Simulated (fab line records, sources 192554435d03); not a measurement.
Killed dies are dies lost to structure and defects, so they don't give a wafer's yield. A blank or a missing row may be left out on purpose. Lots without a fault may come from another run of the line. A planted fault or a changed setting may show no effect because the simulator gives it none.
Chamber matching | flow n5_finfet | N5_HKMG_FIN_STRIP_93 on rie_diel-04: 4 sister chambers
The step strips SOC in N2/H2, time 20 s. 16 wafers are shown with their chamber, then 8 later ones without.

WAFERS WITH THEIR CHAMBER
wafer  | chamber | drypump_motor_current_A (A) | showerhead_plenum_p_Torr (Torr) | throttle_valve_pct (%)
L074.1 | 1       | 5.3                         | 3.46                            | 19.1
L074.2 | 3       | 5.6                         | 3.22                            | 18.9
L074.3 | 2       | 4.8                         | 3.29                            | 18.5
L076.3 | 3       | 5.6                         | 3.22                            | 18.9
L076.4 | 2       | 4.8                         | 3.28                            | 18.5
L076.6 | 3       | 5.6                         | 3.22                            | 18.9
L088.2 | 2       | 4.8                         | 3.27                            | 18.5
L088.5 | 2       | 4.8                         | 3.27                            | 18.6
L088.6 | 3       | 5.6                         | 3.21                            | 18.9
L089.3 | 2       | 4.8                         | 3.27                            | 18.6
L089.4 | 1       | 5.3                         | 3.44                            | 19.2
L089.5 | 3       | 5.6                         | 3.21                            | 18.9
L092.2 | 2       | 4.8                         | 3.27                            | 18.6
L092.5 | 0       | 5.9                         | 3.20                            | 19.2
L092.6 | 3       | 5.7                         | 3.20                            | 18.9
L094.4 | 1       | 5.3                         | 3.44                            | 19.2

SIGNATURES (means of the wafers above)
reading                  | chamber 0 | chamber 1 | chamber 2 | chamber 3 | scatter within a chamber
drypump_motor_current_A  | 5.900     | 5.300     | 4.800     | 5.617     | 0.0264
showerhead_plenum_p_Torr | 3.2000    | 3.4467    | 3.2750    | 3.2133    | 0.0089
throttle_valve_pct       | 19.200    | 19.167    | 18.550    | 18.900    | 0.0425
Rule: a wafer's distance from a chamber is the root of the sum, over the readings, of the square of ((its reading less the chamber's mean) divided by the reading's scatter). The wafer belongs to the nearest chamber; if the next one is less than 2 further off, it can't be placed. The scatter: the root of (the sum of the squares of (reading less its chamber's mean) over the shown wafers, divided by (wafers less chambers)).

WAFERS WITHOUT THEIR CHAMBER
wafer  | drypump_motor_current_A (A) | showerhead_plenum_p_Torr (Torr) | throttle_valve_pct (%)
L094.5 | 5.3                         | 3.44                            | 19.2
L094.6 | 4.8                         | 3.27                            | 18.6
L095.2 | 5.6                         | 3.20                            | 18.9
L095.4 | 4.8                         | 3.26                            | 18.6
L095.5 | 5.3                         | 3.44                            | 19.2
L097.4 | 5.9                         | 3.20                            | 19.2
L097.5 | 4.8                         | 3.26                            | 18.6
L097.6 | 5.3                         | 3.43                            | 19.2

WHICH CHAMBER EACH WENT THROUGH
wafer  | from the rows above | in truth
L094.5 | 1                   | 1
L094.6 | 2                   | 2
L095.2 | 3                   | 3
L095.4 | 2                   | 2
L095.5 | 1                   | 1
L097.4 | 0                   | 0
L097.5 | 2                   | 2
L097.6 | 1                   | 1
Placed correctly: 8 of 8. Can't be placed from these rows: 0. Placed wrongly: 0.
